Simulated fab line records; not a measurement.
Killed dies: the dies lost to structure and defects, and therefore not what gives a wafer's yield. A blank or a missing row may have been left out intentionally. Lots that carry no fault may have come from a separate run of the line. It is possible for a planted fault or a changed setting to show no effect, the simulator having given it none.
fab line records -- flow n5Finfet
[record] lots = 9, wafers = 27, lastDay = 18
route steps=1938 shown BEOL_M7@1280
lots that met no fault: from a run of the same line without faults
startH: start of the lot's first displayed wafer, in hours after the record's first day -- waitH: time in hours since the lot's previous step -- " unchanged from the row above -- L1.1+2: a row that stands for several wafers -- - no value present, or no start provided -- * or withheld: withheld -- < > ~ a bound
route shown NAME@n: a module of which the file shows steps, and the number in the route of the first -- usual: mean/standard deviation of fault-free wafers -- same: alike in all rows -- chamber/n: place in a boat -- sites: the reading at each site -- _std_site: the values' standard deviation -- _edge_site: mean of outer sites minus mean of inner sites -- radiusMm: for every site, how far away it sits from the centre of the wafer -- mask NAME#n: copy n -- behind: the tool/chamber that last shaped the wafer -- hold: what put the lot on hold/how long, in hours/how the hold closed -- device: the n, p or np transistor that did not switch -- end of line: the route-end tests of the same wafers -- a step with no rows: only its recipe -- killed: the dies lost at the first sort to structure and to defects; this is not the yield of the wafer -- map: dies across one wafer; x = killed, . = not, _ = none there
set.NAME: the run value of the setting; set.NAME@STEP: its run value at that earlier step -- model.NAME: the simulator's own value behind a step, which no gauge read
route steps across a sampled set of lots; one table per step, one row per wafer
services: the hour from which a tool's chamber was out of use, counted from the record's first day as startH (under 0 if before that day), plus the number of hours and why
[[steps]]
[step N5_BEOL_M7_ETCH_61]
[recipe] chemistry = CF4, target = SiARC, targetDepthA = 455, maskMaterial = CAR-ArF, timeS = 75.8, ionEnergyEv = 80, pressureMtorr = 40, sourceW = 545, biasW = 36, Ar_flow_sccm = 100, cf4FlowSccm = 100, ends = cleared
[usual] drypumpMotorCurrentA = 5.8/0.47, etchRfOnTimeS = 75.6/1.4, oesProductAu = 0.67/0.082, rfVppV = 183.6/1.1, showerheadPlenumPTorr = 2.11/0.064, throttleValvePct = 15.60/0.27
lot.wafer,tool,chamber,startH,waitH,drypumpMotorCurrentA,etchRfOnTimeS,oesProductAu,rfHoursCounterH,rfVppV,showerheadPlenumPTorr,throttleValvePct
L472.1,rieDiel-04,3,207.86,0.0,5.8,76.3,0.61,223,183.9,2.11,15.86
L472.2,rieDiel-04,2,207.86,0.0,5.7,75.1,0.84,2,184.8,2.12,15.45
L472.5,rieDiel-04,2,207.86,0.0,5.7,75.1,0.84,-,184.0,2.12,15.43
L476.2,rieDiel-02,1,233.74,0.0,5.7,73.4,0.64,152,183.7,1.98,15.24
L476.3,rieDiel-02,0,233.74,0.0,5.7,77.1,0.62,162,183.7,2.14,15.86
L476.4,rieDiel-02,3,233.74,0.0,6.3,75.5,0.78,13,184.7,2.19,15.07
L478.1,rieDiel-03,0,240.64,0.0,6.1,76.8,0.63,196,183.2,2.04,15.79
L478.2,rieDiel-03,3,240.64,0.0,6.2,76.0,0.66,123,182.7,2.07,15.61
L478.3,rieDiel-03,2,240.64,0.0,6.2,76.3,0.61,183,181.6,2.05,15.66
L479.2,rieDiel-03,0,248.06,0.0,6.1,77.3,0.63,198,181.7,2.04,15.79
L479.4,rieDiel-03,1,248.06,0.0,4.7,72.9,0.81,16,183.9,2.19,15.31
L479.5,rieDiel-03,3,248.06,0.0,6.2,75.6,0.67,-,183.2,2.07,15.61
L486.2,rieDiel-03,2,303.83,0.0,6.2,75.4,0.60,206,183.7,2.05,15.69
L486.5,rieDiel-03,1,303.83,0.0,4.7,73.0,0.78,-,183.8,2.18,15.35
L486.6,rieDiel-03,2,303.83,0.0,6.2,75.8,0.60,-,181.8,2.05,15.69
L487.1,rieDiel-02,0,306.74,0.0,5.7,77.3,0.61,180,183.7,2.14,15.89
L487.2,rieDiel-02,3,306.74,0.0,6.3,76.4,0.74,31,185.0,2.18,15.11
L487.4,rieDiel-02,1,306.74,0.0,5.7,75.7,0.62,172,183.0,1.97,15.29
L490.3,rieDiel-02,0,312.12,0.0,5.7,77.1,0.61,182,185.8,2.14,15.89
L490.4,rieDiel-02,1,312.12,0.0,5.7,75.1,0.63,173,181.0,1.97,15.29
L490.6,rieDiel-02,2,312.12,0.0,5.2,73.9,0.76,-,183.3,2.09,15.13
L491.1,rieDiel-03,1,332.02,0.0,4.7,72.7,0.76,45,184.5,2.18,15.37
L491.4,rieDiel-03,0,332.02,0.0,6.1,77.4,0.61,225,182.5,2.03,15.85
L491.5,rieDiel-03,1,332.02,0.0,4.7,73.6,0.75,-,185.3,2.18,15.38
L492.1,rieDiel-02,3,341.87,0.0,6.3,75.1,0.74,43,184.0,2.18,15.14
L492.3,rieDiel-02,1,341.87,0.0,5.7,74.1,0.62,182,181.4,1.97,15.31
L492.5,rieDiel-02,1,341.87,0.0,5.7,74.1,0.62,-,181.6,1.97,15.29
[step N5_BEOL_M7_STRIP_19]
[recipe] chemistry = O2, powerW = 400, tempC = 40, pressureMtorr = 30, rfFrequencyHz = 6e+07, biasPowerW = 0, overashFraction = 0.2, o2FlowSccm = 225
[usual] drypumpMotorCurrentA = 5.7/0.47, o2FlowSccm = 225.0/0.64, oesProductAu = 0.80/0.096, rfVppV = 3.6/0.53, showerheadPlenumPTorr = 2.05/0.071, throttleValvePct = 16.55/0.29
lot.wafer,tool,chamber,startH,waitH,drypumpMotorCurrentA,o2FlowSccm,oesProductAu,rfHoursCounterH,rfVppV,showerheadPlenumPTorr,throttleValvePct
L472.1,rieDiel-04,2,208.22,0.1,5.7,224.8,0.98,2,3.6,2.05,16.44
L472.2,rieDiel-04,0,208.22,0.1,5.6,223.2,0.68,211,4.2,2.07,17.01
L472.5,rieDiel-04,2,208.22,0.1,5.7,224.9,0.97,-,3.6,2.05,16.45
L476.2,rieDiel-02,0,234.10,0.1,5.7,224.1,0.73,162,3.1,2.09,16.90
L476.3,rieDiel-02,1,234.10,0.1,5.7,225.1,0.75,152,3.4,1.93,16.28
L476.4,rieDiel-02,3,234.10,0.1,6.3,224.3,0.92,13,3.5,2.13,16.07
L478.1,rieDiel-02,1,241.01,0.1,5.7,224.9,0.75,155,3.2,1.93,16.27
L478.2,rieDiel-02,0,241.01,0.1,5.7,225.0,0.74,164,3.1,2.09,16.89
L478.3,rieDiel-02,2,241.01,0.1,5.2,223.1,0.92,18,2.7,2.06,16.22
L479.2,rieDiel-03,1,248.42,0.1,4.7,225.0,0.94,17,3.4,2.14,16.35
L479.4,rieDiel-03,3,248.42,0.1,6.2,224.3,0.77,126,3.3,2.02,16.68
L479.5,rieDiel-03,0,248.42,0.1,6.1,224.9,0.74,-,4.4,2.00,16.87
L486.2,rieDiel-02,0,304.19,0.1,5.7,224.4,0.72,180,3.8,2.09,16.93
L486.5,rieDiel-02,0,304.19,0.1,5.7,224.8,0.72,-,3.7,2.08,16.91
L486.6,rieDiel-02,1,304.19,0.1,5.7,224.3,0.73,-,3.5,1.92,16.31
L487.1,rieDiel-03,3,307.09,0.1,6.2,225.1,0.75,144,3.7,2.01,16.72
L487.2,rieDiel-03,2,307.09,0.1,6.2,225.5,0.70,206,3.8,1.99,16.71
L487.4,rieDiel-03,1,307.09,0.1,4.7,224.8,0.89,36,2.4,2.13,16.39
L490.3,rieDiel-03,2,312.48,0.1,6.2,225.5,0.70,208,3.6,1.99,16.71
L490.4,rieDiel-03,1,312.48,0.1,4.7,225.5,0.88,38,3.1,2.13,16.38
L490.6,rieDiel-03,2,312.48,0.1,6.2,225.8,0.70,-,4.6,1.99,16.73
L491.1,rieDiel-04,1,332.46,0.2,6.1,225.8,0.72,212,3.7,2.16,16.68
L491.4,rieDiel-04,3,332.46,0.2,5.8,224.6,0.99,-,3.4,2.06,16.47
L491.5,rieDiel-04,2,332.46,0.2,5.7,224.6,0.87,-,4.4,2.04,16.53
L492.1,rieDiel-03,2,342.32,0.2,6.2,224.8,0.70,218,4.5,1.98,16.73
L492.3,rieDiel-03,1,342.32,0.2,4.7,225.1,0.89,49,3.2,2.13,16.43
L492.5,rieDiel-03,2,342.32,0.2,6.2,225.0,0.70,-,3.1,1.98,16.73
[step N5_BEOL_M7_ETCH_65]
[recipe] chemistry = CF4, target = SiARC, targetDepthA = 156, maskMaterial = CAR-EUV, timeS = 26, ionEnergyEv = 80, pressureMtorr = 40, sourceW = 545, biasW = 36, Ar_flow_sccm = 100, cf4FlowSccm = 100, ends = cleared
[usual] drypumpMotorCurrentA = 5.8/0.48, etchRfOnTimeS = 25.9/0.49, oesProductAu = 0.69/0.087, rfVppV = 183.6/1.1, showerheadPlenumPTorr = 2.11/0.065, throttleValvePct = 15.55/0.28
lot.wafer,tool,chamber,startH,waitH,drypumpMotorCurrentA,etchRfOnTimeS,oesProductAu,rfHoursCounterH,rfVppV,showerheadPlenumPTorr,throttleValvePct
L472.1,rieDiel-04,0,208.81,0.0,5.6,26.2,0.59,212,184.7,2.12,15.97
L472.2,rieDiel-04,2,208.81,0.0,5.7,25.9,0.82,2,184.2,2.12,15.45
L472.5,rieDiel-04,0,208.81,0.0,5.6,26.3,0.59,-,182.6,2.12,15.96
L476.2,rieDiel-02,0,234.86,0.0,5.7,26.2,0.62,163,183.5,2.14,15.86
L476.3,rieDiel-02,3,234.86,0.0,6.3,25.5,0.79,13,184.9,2.19,15.09
L476.4,rieDiel-02,1,234.86,0.0,5.7,25.2,0.65,153,181.7,1.98,15.26
L478.1,rieDiel-02,1,241.56,0.0,5.7,25.3,0.64,155,182.5,1.98,15.27
L478.2,rieDiel-02,2,241.56,0.0,5.1,25.3,0.79,18,183.0,2.10,15.08
L478.3,rieDiel-02,0,241.56,0.0,5.7,26.7,0.61,165,184.2,2.14,15.86
L479.2,rieDiel-02,1,250.47,0.0,5.7,25.2,0.65,158,180.9,1.98,15.26
L479.4,rieDiel-02,0,250.47,0.0,5.7,26.0,0.62,167,184.3,2.14,15.85
L479.5,rieDiel-02,2,250.47,0.0,5.2,25.4,0.77,-,184.2,2.10,15.10
L486.2,rieDiel-02,2,305.58,0.0,5.2,25.2,0.76,35,182.3,2.09,15.13
L486.5,rieDiel-02,3,305.58,0.0,6.2,25.6,0.76,-,185.1,2.18,15.10
L486.6,rieDiel-02,2,305.58,0.0,5.1,17.6,0.94,-,182.7,2.09,15.11
L487.1,rieDiel-02,2,307.76,0.0,5.2,17.6,0.94,36,183.3,2.09,15.12
L487.2,rieDiel-02,0,307.76,0.0,5.7,26.4,0.61,181,183.6,2.14,15.88
L487.4,rieDiel-02,3,307.76,0.0,6.3,25.8,0.75,32,185.7,2.18,15.11
L490.3,rieDiel-03,1,314.31,0.0,4.7,25.1,0.78,39,184.3,2.18,15.37
L490.4,rieDiel-03,3,314.31,0.0,6.2,25.9,0.65,146,184.0,2.06,15.64
L490.6,rieDiel-03,3,314.31,0.0,6.2,25.9,0.65,-,182.2,2.06,15.65
L491.1,rieDiel-04,3,335.43,0.0,5.8,25.9,0.84,5,183.2,2.10,15.40
L491.4,rieDiel-04,2,335.43,0.0,5.7,26.0,0.74,46,183.6,2.10,15.54
L491.5,rieDiel-04,0,335.43,0.0,5.6,26.5,0.85,-,184.5,2.11,15.53
L492.1,rieDiel-04,0,343.97,0.0,5.6,26.4,0.82,3,182.6,2.11,15.55
L492.3,rieDiel-04,1,343.97,0.0,6.1,26.8,0.60,215,185.2,2.21,15.63
L492.5,rieDiel-04,1,343.97,0.0,6.1,26.7,0.61,-,183.8,2.20,15.63
[step N5_BEOL_M7_STRIP_36]
[recipe] chemistry = N2/H2, powerW = 450, tempC = 40, pressureMtorr = 20, rfFrequencyHz = 6e+07, overashFraction = 0.3, biasPowerW = 7, h2Frac = 0.5, n2FlowSccm = 200, h2FlowSccm = 200
[usual] drypumpMotorCurrentA = 5.8/0.48, n2FlowSccm = 200.0/0.57, oesProductAu = 0.80/0.1, rfVppV = 59.0/1.5, showerheadPlenumPTorr = 2.49/0.081, throttleValvePct = 23.54/0.29
lot.wafer,tool,chamber,startH,waitH,drypumpMotorCurrentA,n2FlowSccm,oesProductAu,rfHoursCounterH,rfVppV,showerheadPlenumPTorr,throttleValvePct
L472.1,rieDiel-04,0,208.99,0.0,5.6,200.0,0.69,212,60.0,2.51,23.84
L472.2,rieDiel-04,2,208.99,0.0,5.7,198.7,0.96,2,61.4,2.49,23.52
L472.5,rieDiel-04,0,208.99,0.0,5.6,199.2,0.68,-,58.2,2.51,23.85
L476.2,rieDiel-02,0,235.04,0.0,5.7,200.0,0.73,163,57.8,2.53,23.99
L476.3,rieDiel-02,3,235.04,0.0,6.3,199.7,0.92,13,60.1,2.60,23.30
L476.4,rieDiel-02,1,235.04,0.0,5.7,199.2,0.75,153,58.1,2.33,23.09
L478.1,rieDiel-02,1,241.74,0.0,5.7,200.5,0.76,155,58.2,2.33,23.08
L478.2,rieDiel-02,2,241.74,0.0,5.2,200.2,0.92,19,57.3,2.48,22.98
L478.3,rieDiel-02,0,241.74,0.0,5.7,199.4,0.73,165,60.8,2.53,23.97
L479.2,rieDiel-02,1,250.65,0.0,5.7,200.5,0.74,158,56.7,2.33,23.10
L479.4,rieDiel-02,0,250.65,0.0,5.7,200.0,0.72,167,60.8,2.53,23.96
L479.5,rieDiel-02,2,250.65,0.0,5.1,200.0,0.90,-,59.6,2.48,22.96
L486.2,rieDiel-02,2,305.76,0.0,5.1,200.0,0.88,36,58.6,2.47,23.00
L486.5,rieDiel-02,3,305.76,0.0,6.3,200.1,0.89,-,61.0,2.59,23.33
L486.6,rieDiel-02,2,305.76,0.0,5.2,200.4,0.89,-,58.4,2.47,22.99
L487.1,rieDiel-02,2,307.94,0.0,5.1,199.7,0.88,36,57.3,2.47,23.01
L487.2,rieDiel-02,0,307.94,0.0,5.7,199.8,0.73,181,60.4,2.52,23.98
L487.4,rieDiel-02,3,307.94,0.0,6.3,199.4,0.88,32,61.2,2.59,23.32
L490.3,rieDiel-03,1,314.50,0.0,4.7,200.0,0.89,39,62.9,2.58,23.28
L490.4,rieDiel-03,3,314.50,0.0,6.2,200.3,0.76,146,57.8,2.43,23.75
L490.6,rieDiel-03,3,314.50,0.0,6.2,200.1,0.75,-,59.3,2.43,23.71
L491.1,rieDiel-04,3,335.61,0.0,5.8,200.2,1.00,5,59.2,2.49,23.55
L491.4,rieDiel-04,2,335.61,0.0,5.7,200.4,0.87,46,57.2,2.47,23.60
L491.5,rieDiel-04,0,335.61,0.0,5.6,199.5,1.00,-,57.3,2.49,23.57
L492.1,rieDiel-04,0,344.15,0.0,5.6,199.7,0.96,3,59.7,2.49,23.59
L492.3,rieDiel-04,1,344.15,0.0,6.1,200.5,0.70,215,61.0,2.62,23.62
L492.5,rieDiel-04,1,344.15,0.0,6.1,199.7,0.70,-,59.2,2.62,23.60
[[services]]
tool,chamber,startH,hours,kind
rieDiel-04,2,185.70,-,clean
rieDiel-04,2,185.70,-,consumableReplace:focusRing
rieDiel-04,2,250.08,2.5,repair
rieDiel-04,3,257.50,8.1,repair
rieDiel-02,-,270.26,14.6,pm
rieDiel-02,-,289.47,0.3,repair
rieDiel-04,3,298.96,-,clean
rieDiel-04,3,298.96,-,consumableReplace:focusRing
rieDiel-04,3,298.96,20.0,scheduledDown
rieDiel-04,3,298.96,20.0,ventCycle
rieDiel-04,0,318.99,-,clean
rieDiel-04,0,318.99,-,consumableReplace:focusRing
rieDiel-04,0,318.99,15.8,scheduledDown
rieDiel-04,0,318.99,15.8,ventCycle
[[key]]
[firstSign] step = N5_BEOL_M7_ETCH_65, reading = etchRfOnTimeS, direction = down, sigmas = 17, usual = *, struck = *
[effect] step = N5_BEOL_M7_ETCH_65, reading = oesProductAu, direction = up, sigmas = 2.9, usual = 0.69, struck = 0.94
metAt N5_BEOL_M7_ETCH_65
struckLots L486,L487
struckWafers L486.6,L487.1
notActingAt N5_BEOL_M7_ETCH_61,N5_BEOL_M7_STRIP_19,N5_BEOL_M7_STRIP_36
onsetBetween 250.47 305.58
[fault] kind = processParameterDrift, tool = rieDiel-02, chamber = -, onsetH = 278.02, steps = N5_BEOL_M7_ETCH_65, channel = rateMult, offset = 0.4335, shape = step, endH = 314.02, scope = struckWafersOnly
